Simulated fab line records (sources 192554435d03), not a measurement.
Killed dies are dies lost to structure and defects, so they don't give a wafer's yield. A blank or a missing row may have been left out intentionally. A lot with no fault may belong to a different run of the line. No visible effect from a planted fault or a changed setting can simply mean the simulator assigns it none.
One fault through the eyes of 2 desks | flow n5 finfet | each desk holds nothing but its own numbers, with what lay behind them at the end

== FROM THE METROLOGY DESK ==
What the gauges read for every lot (on any tool): the sampled wafers with a number, averaged. Marked OUT: a lot whose mean sits more than 4 standard deviations from the usual mean, which makes it out of limits; the brackets give that distance. Readings shown: 7 of its 10, picked as those furthest out on some lot.
Columns: A = DIBL_N at N5_BEOL_M4_RC_MEAS_101, usual 35.9 mV/V; B = DIBL_P at N5_BEOL_M4_RC_MEAS_101, usual 36.3 mV/V; C = ION_P at N5_BEOL_M4_RC_MEAS_101, usual 462 uA/um; D = SS_N at N5_BEOL_M4_RC_MEAS_101, usual 71.5 mV/dec; E = SS_P at N5_BEOL_M4_RC_MEAS_101, usual 73.3 mV/dec; F = VT_N at N5_BEOL_M4_RC_MEAS_101, usual 250.4 mV; G = VT_P at N5_BEOL_M4_RC_MEAS_101, usual -250.5 mV
lot  | first seen here | A    | B    | C   | D    | E    | F     | G
L129 | day 11 11:13    | 35.8 | 34.6 | 455 | 71.5 | 73.9 | 250.4 | -249.2
L134 | day 12 15:38    | 35.4 | 36.9 | 460 | 71.2 | 73.6 | 249.7 | -254.4
L133 | day 12 16:14    | 35.9 | 36.4 | 462 | 71.3 | 73.3 | 251.9 | -250.1
L136 | day 13 15:07    | 33.9 | 34.9 | 467 | 70.8 | 73.4 | 251.8 | -248.6
L138 | day 14 01:38    | 36.2 | 37.0 | 460 | 71.8 | 73.8 | 248.4 | -251.1
Result from this desk: across the 5 lots, nothing is out of limits.

== FOR THE TOOL OWNER'S DESK: ald sin-01 ==
The tool's own readings at N5_BEOL_M0_SAQP_ALD_48 (deposits SiO2, target thk 20 nm, pulse time 1 s, co reactant pulse time 1 s): means of the sampled wafers that have a number, for each lot that ran on this tool. Marked OUT: a lot whose mean sits more than 4 standard deviations from the usual mean, which makes it out of limits; the brackets give that distance.
Columns: A = heater power w at N5_BEOL_M0_SAQP_ALD_48, usual 80 W; B = precursor pulse height rel at N5_BEOL_M0_SAQP_ALD_48, usual 1.001
lot  | first seen here | A  | B
L129 | day 9 02:50     | 73 | 1.006
L133 | day 9 20:58     | 77 | 0.999
L134 | day 10 07:17    | 73 | 1.004
L138 | day 11 01:41    | 78 | 1.003
Result from this desk: across the 4 lots, nothing is out of limits.

== PUT TOGETHER ==
At the metrology desk, nothing out of limits was observed.
The desk of the tool owner found nothing out of limits.

== WHAT HAD BEEN PUT IN BY THE SIMULATOR ==
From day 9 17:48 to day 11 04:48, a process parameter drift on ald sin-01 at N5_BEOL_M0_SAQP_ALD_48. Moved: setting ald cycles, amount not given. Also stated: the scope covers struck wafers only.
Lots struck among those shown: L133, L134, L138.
